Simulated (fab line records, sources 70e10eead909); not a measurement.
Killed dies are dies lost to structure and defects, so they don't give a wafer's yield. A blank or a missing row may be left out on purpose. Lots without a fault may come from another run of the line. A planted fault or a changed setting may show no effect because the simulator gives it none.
Which tool did it? | flow nand_harc | 24 lots, 72 wafers sampled, at 3 steps of a route of 1159

WHAT THE GAUGES READ, wafer by wafer
NHARC_P_M2_THK_MEAS_24: measures by xrf. Usual: thk_nm 144.2 nm, standard deviation 1.4.
lot  | measured     | on            | thk_nm (nm)       | flag
L075 | day 6 16:35  | film_metro-02 | 144.5 143.5 145.2 |
L074 | day 6 18:16  | film_metro-02 | 144.6 144.8 143.3 |
L077 | day 7 03:16  | film_metro-02 | 143.2 144.0 143.5 |
L076 | day 7 03:36  | film_metro-02 | 145.3 143.9 142.9 |
L078 | day 7 03:21  | film_metro-01 | 145.9 145.3 142.7 |
L079 | day 7 14:00  | film_metro-01 | 145.2 142.3 142.7 |
L080 | day 7 21:49  | film_metro-02 | 144.8 146.3 144.0 |
L081 | day 7 22:20  | film_metro-01 | 143.7 143.9 142.3 |
L082 | day 8 09:53  | film_metro-02 | 143.7 142.8 146.1 |
L084 | day 8 16:46  | film_metro-01 | 146.3 142.6 144.2 |
L083 | day 9 03:26  | film_metro-01 | 143.8 143.0 145.8 |
L087 | day 9 14:01  | film_metro-02 | 143.4 145.4 144.4 |
L088 | day 9 13:43  | film_metro-02 | 145.1 143.8 143.3 |
L086 | day 9 14:35  | film_metro-02 | 144.8 144.4 144.8 |
L085 | day 9 14:52  | film_metro-02 | 146.5 143.9 144.8 |
L089 | day 10 13:15 | film_metro-02 | 141.4 143.5 144.8 |
L090 | day 10 14:15 | film_metro-01 | 145.2 145.1 144.4 |
L091 | day 10 13:47 | film_metro-01 | 144.2 143.5 144.8 |
L093 | day 10 21:42 | film_metro-01 | 141.1 145.3 144.9 |
L092 | day 10 21:51 | film_metro-01 | 144.3 144.1 143.8 |
L094 | day 11 05:06 | film_metro-01 | 148.2 144.8 145.3 |
L095 | day 11 09:53 | film_metro-01 | 144.7 144.5 142.8 |
L096 | day 11 19:52 | film_metro-01 | 144.5 142.9 142.6 |
L097 | day 11 23:48 | film_metro-02 | 143.2 144.8 144.7 |

WHICH TOOL RAN EACH LOT (tool, then ch and the chambers of the sampled wafers, then the start)
lot  | NHARC_P_CONTACT_PVD_32                  | NHARC_P_M0_PRE_CLEAN_31
L075 | pvd_sputter-02, day 6 08:28 or earlier  | pecvd-04 ch 0,1,2, day 6 08:28
L074 | pvd_sputter-01, day 6 09:32 or earlier  | pecvd-02 ch 0,1,2, day 6 09:32
L077 | pvd_sputter-02, day 6 18:14 or earlier  | pecvd-03 ch 0,2, day 6 18:14
L076 | pvd_sputter-03, day 6 18:51 or earlier  | pecvd-03 ch 0,1, day 6 18:51
L078 | pvd_sputter-01, day 6 19:07 or earlier  | pecvd-04 ch 0,2, day 6 19:07
L079 | pvd_sputter-03, day 7 05:42 or earlier  | pecvd-02 ch 1,2, day 7 05:42
L080 | pvd_sputter-03, day 7 13:31 or earlier  | pecvd-04 ch 0,1,2, day 7 13:31
L081 | pvd_sputter-02, day 7 14:05 or earlier  | pecvd-04 ch 0,2, day 7 14:05
L082 | pvd_sputter-02, day 8 01:56 or earlier  | pecvd-03 ch 1,2, day 8 01:56
L084 | pvd_sputter-03, day 8 08:22 or earlier  | pecvd-03 ch 0,1, day 8 08:22
L083 | pvd_sputter-01, day 8 19:13 or earlier  | pecvd-03 ch 1,2, day 8 19:13
L087 | pvd_sputter-02, day 9 05:35 or earlier  | pecvd-03 ch 0,1,2, day 9 05:35
L088 | pvd_sputter-01, day 9 05:26 or earlier  | pecvd-02 ch 0,1,2, day 9 05:26
L086 | pvd_sputter-03, day 9 05:50 or earlier  | pecvd-02 ch 0,1,2, day 9 05:50
L085 | pvd_sputter-01, day 9 06:38 or earlier  | pecvd-03 ch 0,1,2, day 9 06:38
L089 | pvd_sputter-01, day 10 04:21 or earlier | pecvd-03 ch 1,2, day 10 04:21
L090 | pvd_sputter-03, day 10 04:59 or earlier | pecvd-03 ch 0,2, day 10 04:59
L091 | pvd_sputter-03, day 10 05:37 or earlier | pecvd-03 ch 1,2, day 10 05:37
L093 | pvd_sputter-01, day 10 12:16 or earlier | pecvd-02 ch 0,1,2, day 10 12:16
L092 | pvd_sputter-01, day 10 13:09 or earlier | pecvd-02 ch 1,2, day 10 13:09
L094 | pvd_sputter-01, day 10 20:24 or earlier | pecvd-03 ch 1,2, day 10 20:24
L095 | pvd_sputter-02, day 11 01:40 or earlier | pecvd-04 ch 0,1,2, day 11 01:40
L096 | pvd_sputter-03, day 11 11:34 or earlier | pecvd-04 ch 1,2, day 11 11:34
L097 | pvd_sputter-01, day 11 15:34 or earlier | pecvd-04 ch 0,2, day 11 15:34
- NHARC_P_CONTACT_PVD_32: deposits Ti, target thk 5 nm, time 17.7 s.
- NHARC_P_M0_PRE_CLEAN_31: time 12 s.

WHAT THE TOOLS THEMSELVES READ (means of the sampled wafers that have a number; where no wafer has one, the mark that the record gives instead)
NHARC_P_CONTACT_PVD_32. Usual: throttle_valve_pct 29.7 %, standard deviation 0.84.
lot  | tool           | throttle_valve_pct (%) | flag
L075 | pvd_sputter-02 | 29.9                   |
L074 | pvd_sputter-01 | 29.5                   |
L077 | pvd_sputter-02 | 30.1                   |
L076 | pvd_sputter-03 | 30.0                   |
L078 | pvd_sputter-01 | 30.0                   |
L079 | pvd_sputter-03 | 29.7                   |
L080 | pvd_sputter-03 | 29.7                   |
L081 | pvd_sputter-02 | 29.9                   |
L082 | pvd_sputter-02 | 30.0                   |
L084 | pvd_sputter-03 | 28.9                   |
L083 | pvd_sputter-01 | 30.1                   |
L087 | pvd_sputter-02 | 29.8                   |
L088 | pvd_sputter-01 | 29.8                   |
L086 | pvd_sputter-03 | 29.6                   |
L085 | pvd_sputter-01 | 29.8                   |
L089 | pvd_sputter-01 | 30.0                   |
L090 | pvd_sputter-03 | 29.3                   |
L091 | pvd_sputter-03 | 30.9                   |
L093 | pvd_sputter-01 | 29.6                   |
L092 | pvd_sputter-01 | 30.1                   |
L094 | pvd_sputter-01 | 30.2                   |
L095 | pvd_sputter-02 | 30.3                   |
L096 | pvd_sputter-03 | 29.6                   |
L097 | pvd_sputter-01 | 29.5                   |

NHARC_P_M0_PRE_CLEAN_31. Usual: heater_power_w 644 W, standard deviation 63.
lot  | tool     | heater_power_w (W) | flag
L075 | pecvd-04 | 717                |
L074 | pecvd-02 | 627                |
L077 | pecvd-03 | 660                |
L076 | pecvd-03 | 564                |
L078 | pecvd-04 | 674                |
L079 | pecvd-02 | 631                |
L080 | pecvd-04 | 698                |
L081 | pecvd-04 | 702                |
L082 | pecvd-03 | 631                |
L084 | pecvd-03 | 560                |
L083 | pecvd-03 | 619                |
L087 | pecvd-03 | 626                |
L088 | pecvd-02 | 654                |
L086 | pecvd-02 | 680                |
L085 | pecvd-03 | 616                |
L089 | pecvd-03 | 671                |
L090 | pecvd-03 | 677                |
L091 | pecvd-03 | 594                |
L093 | pecvd-02 | 623                |
L092 | pecvd-02 | 642                |
L094 | pecvd-03 | 666                |
L095 | pecvd-04 | 665                |
L096 | pecvd-04 | 587                |
L097 | pecvd-04 | 705                |

THE ANSWER, worked out from the rows above alone
Rule: a lot is off if the mean of its wafers that have a number lies more than 3 standard deviations from the usual mean. A lot without any number at a reading at which 4 lots or more have one is off too. The other lots that the step has rows for count as sound. The gauges are gone through in route order, then the tools' own readings, and for those a lot's mean is taken as printed above. The first step at which some lot is off is used, and at that step the reading that is off furthest; a lot without a number counts as furthest.
No lot is off at any reading shown: from this, nothing can be told.

WHAT THE SIMULATOR HAD PUT IN
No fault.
